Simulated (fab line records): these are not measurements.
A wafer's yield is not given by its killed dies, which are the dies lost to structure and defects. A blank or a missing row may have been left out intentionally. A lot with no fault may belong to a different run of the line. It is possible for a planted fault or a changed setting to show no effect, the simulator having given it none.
fab line records	flow n5-finfet
record: lots: 7	wafers: 39
route steps=1938 shown BEOL_M7@1308 BEOL_M10@1509 BEOL_M12@1616 TV_OPEN@1890
start-h: the number of hours between the record's first day and the start of the first shown wafer of the lot	wait-h: how many hours have passed since the lot's step before this one	" as in the row above	L1.1+2: several wafers, shown together as one row	- value missing, or start not given	* or withheld: withheld	< > ~ a bound
route shown NAME@n: names a module that has steps shown in the file, with the first one's number in the route	usual: the fault-free wafers' mean and standard deviation	same: alike in all rows	chamber/n: place in a boat	sites: per-site readings	_std_site: their standard deviation	_edge_site: inner sites' mean taken away from outer sites' mean	radius-mm: how far each site lies from the wafer's centre	mask NAME#n: copy n	behind: the most recent tool/chamber to have shaped the wafer	hold: the reason the lot was held/the length of the hold in hours/how it ended	device: names the non-switching transistor (n, p or np)	end of line: the route-end tests of the same wafers	for a step that has no rows: nothing shown but its recipe	killed: at the first sort, the dies lost to defects and structure; wafer yield is something else	map: the dies of a wafer, with x for killed, . for not killed, _ for no die there
set.NAME: the setting that was run; set.NAME@STEP: the one run at that earlier step	model.NAME: the simulator's own value behind a step, which no gauge read
one table per step and one row per wafer, for lots whose settings were changed on purpose
== steps ==
step: N5_BEOL_M7_TRENCH_ETCH_37
recipe: chemistry: C4F6/O2	target-depth-a: 934.78	target: SiCOH_lowk	time-s: 31.2	ion-energy-ev: 250	pressure-mtorr: 30	source-w: 345	bias-w: 185	Ar_flow_sccm: 300	C4F6_flow_sccm: 10	O2_flow_sccm: 10
lot.wafer	tool	chamber	start-h	wait-h	set.target-depth-a	model.BEOL_M7.feature-depth-nm	model.etch.depth-nm	model.TiN_of_BEOL_M7_HM_DEP_02.thk-nm
L074.4	rie-diel-06	0	-	-	934.78	92.6	92.5	17.4
L074.5	"	1	"	"	934.78	91.4	91.31	17.6
L074.6	"	0	"	"	934.78	92.8	92.77	17.4
L078.1	rie-diel-06	1	-	-	1189	114.6	114.6	16.6
L078.2	"	0	"	"	934.78	93	92.94	17.6
L078.3	"	3	"	"	934.78	94.8	94.85	17.6
L078.4	"	2	"	"	1189	115.6	115.6	16.8
L078.5	"	3	"	"	934.78	94.2	94.1	17.2
L078.6	"	2	"	"	1189	115.8	115.7	17
L082.1	rie-diel-03	1	-	-	934.78	95.2	95.16	17.2
L082.2	"	0	"	"	934.78	93.4	93.43	17.6
L082.3	"	3	"	"	567.4	57	56.98	18.4
L082.4	"	0	"	"	567.4	57	56.97	18.6
L082.5	"	3	"	"	934.78	94	94.05	17.8
L082.6	"	1	"	"	567.4	58.2	58.14	18.2
L083.1	rie-diel-05	2	-	-	934.78	97.6	97.68	17
L083.2	"	0	"	"	407.6	42.4	42.48	18.6
L083.3	"	3	"	"	407.6	40.4	40.37	19
L083.4	"	1	"	"	934.78	94.8	94.89	17.2
L083.5	"	3	"	"	934.78	93.4	93.41	17
L083.6	"	2	"	"	407.6	42.4	42.47	18.8
L084.1	rie-diel-06	2	-	-	1211	119.2	119.1	16.4
L084.2	"	1	"	"	1211	118.2	118.2	16.6
L084.3	"	0	"	"	934.78	94.6	94.56	17.6
L084.4	"	3	"	"	1211	123.2	123.2	16.6
L084.5	"	0	"	"	934.78	94.2	94.28	17.6
L084.6	"	3	"	"	934.78	95	94.99	17.4
L087.1	rie-diel-03	1	-	-	1188	119.6	119.6	16.8
L087.2+5	"	3,2	"	"	1188	119.4	119.3	16.8
L087.3	"	0	"	"	934.78	93.4	93.47	17.4
L087.4	"	2	"	"	934.78	93	93.01	17.6
L087.6	"	3	"	"	934.78	94.4	94.44	17.6
L093.1	rie-diel-05	1	-	-	934.78	95	95.07	17
L093.2	"	0	"	"	1135	116.6	116.6	16.6
L093.3	"	3	"	"	1135	112.6	112.5	17
L093.4	"	2	"	"	1135	118.8	118.8	16.2
L093.5	"	3	"	"	934.78	92.4	92.37	17.4
L093.6	"	0	"	"	934.78	95.6	95.62	17.4
step: N5_BEOL_M7_ETCH_41
recipe: chemistry: CH3F/O2	target: SiCN	target-depth-a: 319	taper-deg: 2	time-s: 57.8	ion-energy-ev: 120	mask-material: TiN	pressure-mtorr: 30	source-w: 395	bias-w: 75	Ar_flow_sccm: 150	CH3F_flow_sccm: 30	O2_flow_sccm: 20
step: N5_BEOL_M7_STRIP_80
recipe: chemistry: N2/H2	time-s: 10	power-w: 450	temp-c: 40	pressure-mtorr: 20	rf-frequency-hz: 6e+07	bias-power-w: 7	n2-flow-sccm: 200	h2-flow-sccm: 200
step: N5_BEOL_M7_OCD_MEAS_38
usual: trench-depth-nm: 93.9/1.8
lot.wafer	tool	chamber	start-h	wait-h	set.target-depth-a@BEOL_M7_TRENCH_ETCH_37	trench-depth-nm
L074.4	ocd-01	-	191.50	-	934.78	92.8
L074.5	"	-	"	"	934.78	91.6
L074.6	"	-	"	"	934.78	92.8
L078.1	ocd-02	-	213.49	-	1189	114.7
L078.2	"	-	"	"	934.78	92.4
L078.3	"	-	"	"	934.78	94.9
L078.4	"	-	"	"	1189	115.7
L078.5	"	-	"	"	934.78	93.7
L078.6	"	-	"	"	1189	115.5
L082.1	ocd-02	-	232.76	-	934.78	-
L082.2	"	-	"	"	934.78	-
L082.3	"	-	"	"	567.4	57.5
L082.4	"	-	"	"	567.4	-
L082.5	"	-	"	"	934.78	94.0
L082.6	"	-	"	"	567.4	58.3
L083.1	ocd-02	-	241.53	-	934.78	97.3
L083.2	"	-	"	"	407.6	42.2
L083.3	"	-	"	"	407.6	40.3
L083.4	"	-	"	"	934.78	94.9
L083.5	"	-	"	"	934.78	93.5
L083.6	"	-	"	"	407.6	42.6
L084.1	ocd-01	-	251.62	-	1211	119.1
L084.2	"	-	"	"	1211	118.6
L084.3	"	-	"	"	934.78	94.6
L084.4	"	-	"	"	1211	122.8
L084.5	"	-	"	"	934.78	94.6
L084.6	"	-	"	"	934.78	94.9
L087.1	ocd-02	-	267.87	-	1188	119.4
L087.2	"	-	"	"	1188	120.0
L087.3	"	-	"	"	934.78	93.5
L087.4	"	-	"	"	934.78	93.3
L087.5	"	-	"	"	1188	118.9
L087.6	"	-	"	"	934.78	94.4
L093.1	ocd-01	-	303.18	-	934.78	-
L093.2	"	-	"	"	1135	116.7
L093.3	"	-	"	"	1135	-
L093.4	"	-	"	"	1135	119.4
L093.5	"	-	"	"	934.78	-
L093.6	"	-	"	"	934.78	95.6
step: N5_BEOL_M7_HM_STRIP_39
recipe: chemistry: peroxide-tin-strip	material: TiN	target-depth-a: 250	temp-c: 50	time-s: 158
step: N5_BEOL_M7_SRD_40
recipe: time-s: 30	temp-c: 23	rinse-liquid: diw	dry: ipa-marangoni
step: N5_BEOL_M7_ECD_50
recipe: material: Cu	target-thk-a: 3000
step: N5_BEOL_M7_ANNEAL_51
recipe: temp-c: 225	time-s: 90	ambient: N2
step: N5_BEOL_M7_CMP_52
recipe: stop-on: SiCOH_lowk	t-overpolish-s: 6.9	down-force-psi: 1	platen-rpm: 50	clearing-platen-down-force-psi: 1.5	clearing-platen-rpm: 50	post-cmp-clean: cu-alkaline	target-thk-nm: 80	clearing-platen-pad-velocity-m-s: 0.99484	pad-velocity-m-s: 0.99484
lot.wafer	tool	chamber	start-h	wait-h	set.target-depth-a@BEOL_M7_TRENCH_ETCH_37	model.Cu_of_BEOL_M7_ECD_50.thk-nm
L074.4	cmp-04	1	194.55	0.2	934.78	76.8
L074.5	"	3	"	"	934.78	77.2
L074.6	"	0	"	"	934.78	78.4
L078.1	cmp-02	1	215.12	0.3	1189	102.4
L078.4	"	2	"	"	1189	103.8
L078.2	"	3	"	"	934.78	79
L078.3	"	0	"	"	934.78	81.6
L078.5	"	1	"	"	934.78	81.4
L078.6	"	2	"	"	1189	103.4
L082.3+4	cmp-04	1,2	235.09	0.2	567.4	42
L082.1	"	3	"	"	934.78	81.2
L082.2	"	0	"	"	934.78	80.4
L082.6	"	1	"	"	567.4	43.4
L082.5	"	2	"	"	934.78	80
L083.4	cmp-04	3	243.81	0.1	934.78	81
L083.3	"	0	"	"	407.6	26.2
L083.1	"	1	"	"	934.78	82.6
L083.2	"	2	"	"	407.6	26
L083.6	"	3	"	"	407.6	27.6
L083.5	"	0	"	"	934.78	79.8
L084.2	cmp-01	2	254.30	0.2	1211	105.4
L084.4	"	3	"	"	1211	110.2
L084.1	"	0	"	"	1211	106.4
L084.3	"	1	"	"	934.78	83
L084.5	"	2	"	"	934.78	80.6
L084.6	"	3	"	"	934.78	82.4
L087.1	cmp-01	2	270.63	0.3	1188	107.6
L087.4	"	3	"	"	934.78	79.4
L087.2	"	0	"	"	1188	105.2
L087.3	"	1	"	"	934.78	81.2
L087.5	"	2	"	"	1188	106
L087.6	"	3	"	"	934.78	80.8
L093.3	cmp-02	0	304.84	0.2	1135	100.6
L093.2	"	1	"	"	1135	105
L093.1	"	2	"	"	934.78	82.2
L093.4	"	3	"	"	1135	104.4
L093.5	"	0	"	"	934.78	79.2
L093.6	"	1	"	"	934.78	84.2
step: N5_BEOL_M7_THK_MEAS_53
recipe: thk-meas-gauge: xrf	reads: Cu_of_BEOL_M7_ECD_50
usual: M7_THK: 81.1/2.2
lot.wafer	tool	chamber	start-h	wait-h	set.target-depth-a@BEOL_M7_TRENCH_ETCH_37	M7_THK[nm]
L074.4	film-metro-01	-	194.77	-	934.78	76.8
L074.5	"	-	"	"	934.78	77.3
L074.6	"	-	"	"	934.78	78.4
L078.1	film-metro-01	-	215.41	-	1189	103.9
L078.2	"	-	"	"	934.78	79.5
L078.3	"	-	"	"	934.78	82.4
L078.4	"	-	"	"	1189	105.2
L078.5	"	-	"	"	934.78	82.4
L078.6	"	-	"	"	1189	104.1
L082.1	film-metro-02	-	235.39	-	934.78	-
L082.2	"	-	"	"	934.78	-
L082.3	"	-	"	"	567.4	42.0
L082.4	"	-	"	"	567.4	-
L082.5	"	-	"	"	934.78	80.3
L082.6	"	-	"	"	567.4	43.2
L083.1	film-metro-02	-	244.10	-	934.78	82.3
L083.2	"	-	"	"	407.6	25.9
L083.3	"	-	"	"	407.6	26.2
L083.4	"	-	"	"	934.78	81.0
L083.5	"	-	"	"	934.78	79.5
L083.6	"	-	"	"	407.6	27.6
L084.1	film-metro-02	-	254.60	-	1211	106.4
L084.2	"	-	"	"	1211	105.8
L084.3	"	-	"	"	934.78	83.1
L084.4	"	-	"	"	1211	110.5
L084.5	"	-	"	"	934.78	80.8
L084.6	"	-	"	"	934.78	82.5
L087.1	film-metro-02	-	270.92	-	1188	109.2
L087.2	"	-	"	"	1188	106.7
L087.3	"	-	"	"	934.78	81.7
L087.4	"	-	"	"	934.78	80.2
L087.5	"	-	"	"	1188	107.3
L087.6	"	-	"	"	934.78	81.9
L093.1	film-metro-01	-	305.14	-	934.78	-
L093.2	"	-	"	"	1135	105.6
L093.3	"	-	"	"	1135	-
L093.4	"	-	"	"	1135	104.9
L093.5	"	-	"	"	934.78	-
L093.6	"	-	"	"	934.78	84.4
step: N5_BEOL_M7_PRE_CLEAN_55
recipe: gas: NH3	time-s: 15	temp-c: withheld	rf-power-w: 300
step: N5_BEOL_M7_DEP_56
recipe: material: SiCN	target-thk-a: 100	temp-c: withheld	precursor: 3MS/NH3	pressure-torr: 3	rf-w: 202	time-s: 17.5
step: N5_BEOL_M7_RS_MEAS_57
recipe: thk-meas-gauge: four-point-probe	reads: Cu_of_BEOL_M7_ECD_50+Co_of_BEOL_M7_CVD_78+TaN_of_BEOL_M7_ALD_77
usual: M7_RS: 0.283/0.0092
lot.wafer	tool	chamber	start-h	wait-h	set.target-depth-a@BEOL_M7_TRENCH_ETCH_37	M7_RS[ohm/sq]
L074.4	film-metro-02	-	194.90	0.0	934.78	0.301
L074.5	"	-	"	"	934.78	0.298
L074.6	"	-	"	"	934.78	0.293
L078.1	film-metro-02	-	215.54	0.1	1189	0.215
L078.2	"	-	"	"	934.78	0.290
L078.3	"	-	"	"	934.78	0.280
L078.4	"	-	"	"	1189	0.212
L078.5	"	-	"	"	934.78	0.280
L078.6	"	-	"	"	1189	0.213
L082.1	film-metro-02	-	235.52	0.1	934.78	-
L082.2	"	-	"	"	934.78	-
L082.3	"	-	"	"	567.4	0.631
L082.4	"	-	"	"	567.4	-
L082.5	"	-	"	"	934.78	0.286
L082.6	"	-	"	"	567.4	0.606
L083.1	film-metro-02	-	244.23	0.1	934.78	0.276
L083.2	"	-	"	"	407.6	1.198
L083.3	"	-	"	"	407.6	1.186
L083.4	"	-	"	"	934.78	0.282
L083.5	"	-	"	"	934.78	0.287
L083.6	"	-	"	"	407.6	1.106
L084.1	film-metro-02	-	254.73	0.1	1211	0.206
L084.2	"	-	"	"	1211	0.208
L084.3	"	-	"	"	934.78	0.274
L084.4	"	-	"	"	1211	0.197
L084.5	"	-	"	"	934.78	0.284
L084.6	"	-	"	"	934.78	0.277
L087.1	film-metro-02	-	271.05	0.1	1188	0.204
L087.2	"	-	"	"	1188	0.208
L087.3	"	-	"	"	934.78	0.281
L087.4	"	-	"	"	934.78	0.288
L087.5	"	-	"	"	1188	0.207
L087.6	"	-	"	"	934.78	0.283
L093.1	film-metro-02	-	305.27	0.1	934.78	-
L093.2	"	-	"	"	1135	0.209
L093.3	"	-	"	"	1135	-
L093.4	"	-	"	"	1135	0.210
L093.5	"	-	"	"	934.78	-
L093.6	"	-	"	"	934.78	0.270
step: N5_BEOL_M10_VIA_ETCH_34
recipe: chemistry: C4F6/O2	target: SiCOH_lowk	target-depth-a: 1845	mask-material: SOC	taper-deg: 4	time-s: 69.2	ion-energy-ev: 250	pressure-mtorr: 30	source-w: 345	bias-w: 185	Ar_flow_sccm: 300	C4F6_flow_sccm: 10	O2_flow_sccm: 10
lot.wafer	tool	chamber	start-h	wait-h	set.time-s	model.etch.depth-nm	model.SOC_of_BEOL_M10_COAT_63.thk-nm
L074.4	rie-diel-04	2	213.98	0.0	69.2	180	92
L074.5	"	0	"	"	69.2	188.5	91.8
L074.6	"	3	"	"	69.2	179.9	92.6
L078.1	rie-diel-02	3	235.13	0.0	69.2	180.5	92
L078.2	"	1	"	"	69.2	186.5	91.6
L078.3	"	0	"	"	69.2	186.6	91.4
L078.4+6	"	0,1	"	"	69.2	186.5	91.8
L078.5	"	3	"	"	69.2	179.2	92.4
L082.1	rie-diel-04	3	259.80	0.0	69.2	188.7	91.4
L082.2	"	2	"	"	69.2	185.7	91.6
L082.3	"	0	"	"	69.2	191.2	91.4
L082.4	"	1	"	"	69.2	183	91.8
L082.5	"	1	"	"	69.2	183.5	91.6
L082.6	"	2	"	"	69.2	185.9	91.8
L083.1	rie-diel-02	1	265.01	0.0	69.2	185.3	92
L083.2	"	0	"	"	69.2	183.6	92.2
L083.3	"	2	"	"	69.2	181.1	92.2
L083.4	"	1	"	"	69.2	185	92.2
L083.5	"	0	"	"	69.2	186.5	91.8
L083.6	"	2	"	"	69.2	182.4	92
L084.1	rie-diel-01	2	274.05	0.0	44.26	118.6	94.8
L084.2	"	0	"	"	44.26	112.7	94.8
L084.3	"	1	"	"	69.2	188.6	91.8
L084.4	"	3	"	"	69.2	189.8	91.4
L084.5	"	2	"	"	44.26	119	94.8
L084.6	"	3	"	"	69.2	187.5	91.6
L087.1	rie-diel-04	2	293.45	0.0	85.06	227.9	90.2
L087.2	"	3	"	"	85.06	229.7	90.4
L087.3	"	1	"	"	69.2	180.9	92.2
L087.4	"	0	"	"	85.06	231	90.2
L087.5	"	2	"	"	69.2	185.7	92
L087.6	"	1	"	"	69.2	180.1	92.4
L093.1	rie-diel-04	0	327.97	0.0	69.2	184.5	92
L093.2	"	1	"	"	69.2	180.4	92.2
L093.3	"	3	"	"	69.2	183.9	92
L093.4	"	2	"	"	69.2	185.5	91.6
L093.5	"	2	"	"	69.2	183.6	91.8
L093.6	"	3	"	"	69.2	185.9	92
step: N5_BEOL_M12_ETCH_59
recipe: chemistry: N2/H2	target: BARC	target-depth-a: 890	overetch-a: 267	time-s: 67.9	ion-energy-ev: 200	pressure-mtorr: 30	source-w: 840	bias-w: 150	n2-flow-sccm: 200	h2-flow-sccm: 200
lot.wafer	tool	chamber	start-h	wait-h	set.target-depth-a	model.coat_of_BEOL_M12_COAT_04.thk-nm
L074.4+5	rie-diel-04	1,3	225.86	0.0	890	318.8
L074.6	"	0	"	"	890	316
L078.1	rie-diel-04	1	246.83	0.0	890	316.6
L078.2	"	2	"	"	890	313.8
L078.3+5	"	0	"	"	890	312.8
L078.4	"	2	"	"	890	315.2
L078.6	"	1	"	"	890	318
L082.1	rie-diel-04	0	271.57	0.0	663.9	330
L082.2	"	3	"	"	890	318.8
L082.3	"	1	"	"	890	320.6
L082.4	"	1	"	"	890	319.8
L082.5	"	3	"	"	663.9	332
L082.6	"	0	"	"	663.9	329.6
L083.1	rie-diel-02	2	276.07	0.0	657.3	333.6
L083.2	"	0	"	"	890	318.6
L083.3	"	1	"	"	657.3	331.2
L083.4	"	1	"	"	657.3	332.6
L083.5	"	0	"	"	890	317.6
L083.6	"	2	"	"	890	320
L084.1	rie-diel-01	0	286.40	0.0	1375	296.6
L084.2	"	2	"	"	1375	291
L084.3	"	1	"	"	1375	289.2
L084.4	"	0	"	"	890	321.4
L084.5	"	2	"	"	890	317.4
L084.6	"	1	"	"	890	316.4
L087.1	rie-diel-01	2	303.19	0.0	635.6	332.2
L087.2	"	1	"	"	890	316.6
L087.3	"	3	"	"	890	315.8
L087.4	"	2	"	"	635.6	333
L087.5	"	3	"	"	635.6	331.4
L087.6	"	1	"	"	890	317.4
L093.1+5	rie-diel-01	0	342.96	0.0	890	320.2
L093.2	"	1	"	"	1291	295.4
L093.3	"	2	"	"	890	319
L093.4	"	3	"	"	1291	294.6
L093.6	"	3	"	"	1291	295
step: N5_BEOL_M12_VIA_ETCH_16
recipe: chemistry: C4F8/O2/Ar	target: SiOC	pressure-mtorr: 30	source-w: 3000	bias-w: 700	Ar_flow_sccm: 400	C4F8_flow_sccm: 15	O2_flow_sccm: 8	he-inner-torr: 15	he-outer-torr: 30	target-depth-a: 7248	time-s: withheld	ion-energy-ev: 250	ends: cleared
lot.wafer	tool	chamber	start-h	wait-h	set.target-depth-a@BEOL_M12_ETCH_59	model.coat_of_BEOL_M12_COAT_04.thk-nm
L074.4	rie-diel-04	1	225.98	0.1	890	126.2
L074.5	"	3	"	"	890	125.6
L074.6	"	0	"	"	890	120.6
L078.1	rie-diel-04	1	246.88	0.0	890	126.2
L078.2	"	2	"	"	890	123
L078.3	"	0	"	"	890	121.2
L078.4	"	2	"	"	890	122.2
L078.5	"	0	"	"	890	118.8
L078.6	"	1	"	"	890	122.6
L082.1	rie-diel-04	0	271.62	0.0	663.9	137.8
L082.2	"	3	"	"	890	125.2
L082.3	"	1	"	"	890	125.4
L082.4	"	1	"	"	890	123
L082.5	"	3	"	"	663.9	136.2
L082.6	"	0	"	"	663.9	131.6
L083.1	rie-diel-02	2	276.12	0.0	657.3	141
L083.2	"	0	"	"	890	128.2
L083.3	"	1	"	"	657.3	140
L083.4	"	1	"	"	657.3	137.6
L083.5	"	0	"	"	890	123.2
L083.6	"	2	"	"	890	124
L084.1	rie-diel-01	0	286.45	0.0	1375	101.2
L084.2	"	2	"	"	1375	96
L084.3	"	1	"	"	1375	96.2
L084.4	"	0	"	"	890	125.4
L084.5	"	2	"	"	890	122
L084.6	"	1	"	"	890	115.8
L087.1	rie-diel-01	2	303.24	0.0	635.6	139
L087.2	"	1	"	"	890	121.2
L087.3	"	3	"	"	890	123.2
L087.4	"	2	"	"	635.6	133.6
L087.5	"	3	"	"	635.6	137.8
L087.6	"	1	"	"	890	122.8
L093.1	rie-diel-01	0	343.01	0.0	890	128
L093.2	"	1	"	"	1291	103.6
L093.3	"	2	"	"	890	124.2
L093.4	"	3	"	"	1291	101.4
L093.5	"	0	"	"	890	125.2
L093.6	"	3	"	"	1291	101.8
step: N5_BEOL_M12_STRIP_63
recipe: chemistry: N2/H2	power-w: 1000	temp-c: 250	h2-frac: 0.65	overash-fraction: 0.3	pressure-mtorr: 1000	n2-flow-sccm: 1750	h2-flow-sccm: 3250
usual: strip-time-to-endpoint-s: 42.6/0.78
lot.wafer	tool	chamber	start-h	wait-h	set.target-depth-a@BEOL_M12_ETCH_59	strip-time-to-endpoint-s
L074.4	plasma-asher-02	0	226.32	-	890	43.3
L074.5	"	0	"	"	890	43.2
L074.6	"	1	"	"	890	41.8
L078.1	plasma-asher-02	0	247.28	-	890	43.4
L078.2	"	1	"	"	890	42.5
L078.3	"	0	"	"	890	42.0
L078.4	"	1	"	"	890	42.3
L078.5	"	0	"	"	890	41.3
L078.6	"	1	"	"	890	42.4
L082.1	plasma-asher-01	1	271.82	-	663.9	46.5
L082.2	"	0	"	"	890	43.1
L082.3	"	1	"	"	890	43.2
L082.4	"	0	"	"	890	42.5
L082.5	"	0	"	"	663.9	46.0
L082.6	"	1	"	"	663.9	44.8
L083.1	plasma-asher-02	0	276.32	-	657.3	47.3
L083.2	"	1	"	"	890	43.9
L083.3	"	0	"	"	657.3	47.0
L083.4	"	1	"	"	657.3	46.4
L083.5	"	1	"	"	890	42.5
L083.6	"	0	"	"	890	42.8
L084.1	plasma-asher-01	1	286.65	-	1375	36.5
L084.2	"	0	"	"	1375	35.1
L084.3	"	0	"	"	1375	35.2
L084.4	"	1	"	"	890	43.1
L084.5	"	0	"	"	890	42.2
L084.6	"	1	"	"	890	40.6
L087.1	plasma-asher-02	1	303.44	-	635.6	46.8
L087.2	"	0	"	"	890	42.0
L087.3	"	1	"	"	890	42.6
L087.4	"	0	"	"	635.6	45.3
L087.5	"	0	"	"	635.6	46.5
L087.6	"	1	"	"	890	42.4
L093.1	plasma-asher-02	1	343.21	-	890	43.8
L093.2	"	0	"	"	1291	37.2
L093.3	"	0	"	"	890	42.8
L093.4	"	1	"	"	1291	36.6
L093.5	"	0	"	"	890	43.0
L093.6	"	1	"	"	1291	36.7
step: N5_PASSIVATION_ETCH_15
recipe: chemistry: CF4/N2	target: SiCN	target-depth-a: 750	taper-deg: 2	time-s: 81.2	ion-energy-ev: 150	mask-material: SiNx	pressure-mtorr: 40	source-w: 430	bias-w: 70	Ar_flow_sccm: 100	cf4-flow-sccm: 60	n2-flow-sccm: 60
lot.wafer	tool	chamber	start-h	wait-h	set.target-depth-a	model.etch.depth-nm
L074.4	rie-diel-03	1	-	-	750	66.16
L074.5	"	2	"	"	750	64.87
L074.6	"	1	"	"	750	66.9
L078.1	rie-diel-05	3	-	-	490.7	41.35
L078.2	"	1	"	"	490.7	42.6
L078.3	"	0	"	"	750	68.38
L078.4	"	3	"	"	750	62.74
L078.5	"	0	"	"	750	67.92
L078.6	"	1	"	"	490.7	42.59
L082.1	rie-diel-06	2	-	-	984.6	82.95
L082.2	"	3	"	"	750	65.79
L082.3	"	0	"	"	750	65
L082.4	"	1	"	"	984.6	83.84
L082.5	"	2	"	"	750	63.14
L082.6	"	1	"	"	984.6	82.82
L083.1	rie-diel-05	1	-	-	541.6	46.76
L083.2	"	3	"	"	541.6	45.22
L083.3	"	2	"	"	541.6	49.65
L083.4	"	0	"	"	750	67.83
L083.5	"	3	"	"	750	62.58
L083.6	"	0	"	"	750	68.13
L084.1	rie-diel-03	1	-	-	750	66.78
L084.2	"	3	"	"	572.3	50.38
L084.3	"	0	"	"	750	65.15
L084.4	"	2	"	"	572.3	50.53
L084.5	"	0	"	"	750	64.57
L084.6	"	1	"	"	572.3	51.4
L087.1	rie-diel-05	0	-	-	750	68.07
L087.2	"	3	"	"	750	63.23
L087.3	"	2	"	"	750	68.33
L087.4	"	1	"	"	750	63.94
L087.5	"	0	"	"	750	67.77
L087.6	"	1	"	"	750	64.62
L093.1	rie-diel-05	2	-	-	750	68.16
L093.2	"	0	"	"	750	68.37
L093.3	"	1	"	"	1025	87.85
L093.4	"	3	"	"	1025	86.95
L093.5	"	2	"	"	1025	94.01
L093.6	"	1	"	"	750	64.59
== key ==
split: step: N5_BEOL_M7_TRENCH_ETCH_37	setting: target-depth-a	stated: 934.78	by: wafer
response: step: N5_BEOL_M7_TRENCH_ETCH_37	reading: model.BEOL_M7.feature-depth-nm	change: +0.925	per: 1%	r: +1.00
response: step: N5_BEOL_M7_TRENCH_ETCH_37	reading: model.etch.depth-nm	change: +0.925	per: 1%	r: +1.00
response: step: N5_BEOL_M7_TRENCH_ETCH_37	reading: model.TiN_of_BEOL_M7_HM_DEP_02.thk-nm	change: -0.0284	per: 1%	r: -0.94
response: step: N5_BEOL_M7_OCD_MEAS_38	reading: trench-depth-nm	change: +0.919	per: 1%	r: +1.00
response: step: N5_BEOL_M7_CMP_52	reading: model.Cu_of_BEOL_M7_ECD_50.thk-nm	change: +0.942	per: 1%	r: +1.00
response: step: N5_BEOL_M7_THK_MEAS_53	reading: M7_THK	change: +0.937	per: 1%	r: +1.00
response: step: N5_BEOL_M7_RS_MEAS_57	reading: M7_RS	shape: bent	at-lowest: 1.163	at-stated: 0.284	at-highest: 0.204
split: step: N5_BEOL_M10_VIA_ETCH_34	setting: time-s	stated: 69.2	by: wafer
response: step: N5_BEOL_M10_VIA_ETCH_34	reading: model.etch.depth-nm	change: +2.01	per: 1%	r: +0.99
response: step: N5_BEOL_M10_VIA_ETCH_34	reading: model.SOC_of_BEOL_M10_COAT_63.thk-nm	change: -0.0875	per: 1%	r: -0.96
split: step: N5_BEOL_M12_ETCH_59	setting: target-depth-a	stated: 890	by: wafer
response: step: N5_BEOL_M12_ETCH_59	reading: model.coat_of_BEOL_M12_COAT_04.thk-nm	change: -0.507	per: 1%	r: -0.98
response: step: N5_BEOL_M12_VIA_ETCH_16	reading: model.coat_of_BEOL_M12_COAT_04.thk-nm	change: -0.474	per: 1%	r: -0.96
response: step: N5_BEOL_M12_STRIP_63	reading: strip-time-to-endpoint-s	change: *	per: 1%	r: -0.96
split: step: N5_PASSIVATION_ETCH_15	setting: target-depth-a	stated: 750	by: wafer
response: step: N5_PASSIVATION_ETCH_15	reading: model.etch.depth-nm	change: +0.643	per: 1%	r: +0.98
